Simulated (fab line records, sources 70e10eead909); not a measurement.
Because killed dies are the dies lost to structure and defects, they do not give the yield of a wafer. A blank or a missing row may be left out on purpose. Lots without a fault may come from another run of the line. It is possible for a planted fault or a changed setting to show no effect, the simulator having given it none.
Matching of chambers :: flow nand harc :: NHARC_THIN_TSV_DESCUM_35 on rie diel-03 has 4 sister chambers
The step chemistry O2, time 3 s. 14 wafers are shown with their chamber, then 6 later ones without.

== WAFERS WITH THEIR CHAMBER ==
wafer: L668.2
chamber: 1
showerhead plenum p Torr (Torr): 2.02
drypump motor current A (A): 5.4
oes product au (a.u.): 1.008

wafer: L668.4
chamber: 3
showerhead plenum p Torr (Torr): 2.05
drypump motor current A (A): 5.9
oes product au (a.u.): 0.992

wafer: L668.6
chamber: 1
showerhead plenum p Torr (Torr): 2.03
drypump motor current A (A): 5.4
oes product au (a.u.): 0.999

wafer: L673.1
chamber: 3
showerhead plenum p Torr (Torr): 2.05
drypump motor current A (A): 6.0
oes product au (a.u.): 1.021

wafer: L673.3
chamber: 2
showerhead plenum p Torr (Torr): 1.95
drypump motor current A (A): 5.3
oes product au (a.u.): 1.010

wafer: L673.5
chamber: 2
showerhead plenum p Torr (Torr): 1.95
drypump motor current A (A): 5.3
oes product au (a.u.): 1.019

wafer: L674.2
chamber: 0
showerhead plenum p Torr (Torr): 1.86
drypump motor current A (A): 5.9
oes product au (a.u.): 1.020

wafer: L674.4
chamber: 3
showerhead plenum p Torr (Torr): 2.05
drypump motor current A (A): 5.9
oes product au (a.u.): 1.008

wafer: L674.5
chamber: 3
showerhead plenum p Torr (Torr): 2.05
drypump motor current A (A): 5.9
oes product au (a.u.): 1.012

wafer: L676.1
chamber: 1
showerhead plenum p Torr (Torr): 2.02
drypump motor current A (A): 5.4
oes product au (a.u.): 1.008

wafer: L676.2
chamber: 3
showerhead plenum p Torr (Torr): 2.05
drypump motor current A (A): 5.9
oes product au (a.u.): 1.003

wafer: L676.5
chamber: 2
showerhead plenum p Torr (Torr): 1.95
drypump motor current A (A): 5.3
oes product au (a.u.): 0.996

wafer: L680.1
chamber: 3
showerhead plenum p Torr (Torr): 2.05
drypump motor current A (A): 6.0
oes product au (a.u.): 1.007

wafer: L680.3
chamber: 2
showerhead plenum p Torr (Torr): 1.95
drypump motor current A (A): 5.3
oes product au (a.u.): 0.991

SIGNATURES (averages over the wafers above)
reading: showerhead plenum p Torr
chamber 0: 1.8600
chamber 1: 2.0233
chamber 2: 1.9500
chamber 3: 2.0500
scatter within a chamber: 0.00258

reading: drypump motor current A
chamber 0: 5.900
chamber 1: 5.400
chamber 2: 5.300
chamber 3: 5.933
scatter within a chamber: 0.0365

reading: oes product au
chamber 0: 1.02000
chamber 1: 1.00500
chamber 2: 1.00400
chamber 3: 1.00717
scatter within a chamber: 0.0101
Rule: a wafer's distance from a chamber is the root of the sum, over the readings, of the square of ((its reading less the chamber's mean) divided by the reading's scatter). The wafer belongs to the nearest chamber; if the next one is less than 2 further off, it can't be placed. The scatter: the root of (the sum of the squares of (reading less its chamber's mean) over the shown wafers, divided by (wafers less chambers)).

== WAFERS WITH NO CHAMBER GIVEN ==
wafer: L680.4
showerhead plenum p Torr (Torr): 1.86
drypump motor current A (A): 6.0
oes product au (a.u.): 1.013

wafer: L681.2
showerhead plenum p Torr (Torr): 1.86
drypump motor current A (A): 6.0
oes product au (a.u.): 1.019

wafer: L681.4
showerhead plenum p Torr (Torr): 2.05
drypump motor current A (A): 6.0
oes product au (a.u.): 1.002

wafer: L682.2
showerhead plenum p Torr (Torr): 2.05
drypump motor current A (A): 6.0
oes product au (a.u.): 1.019

wafer: L682.4
showerhead plenum p Torr (Torr): 2.02
drypump motor current A (A): 5.4
oes product au (a.u.): 1.005

wafer: L682.5
showerhead plenum p Torr (Torr): 1.95
drypump motor current A (A): 5.3
oes product au (a.u.): 1.000

== WHICH CHAMBER EACH ONE RAN IN ==
wafer: L680.4
from the rows above: 0
in truth: 0

wafer: L681.2
from the rows above: 0
in truth: 0

wafer: L681.4
from the rows above: 3
in truth: 3

wafer: L682.2
from the rows above: 3
in truth: 3

wafer: L682.4
from the rows above: 1
in truth: 1

wafer: L682.5
from the rows above: 2
in truth: 2
Placed correctly: 6 of 6. Left unplaced by these rows: 0. Wrongly placed: 0.
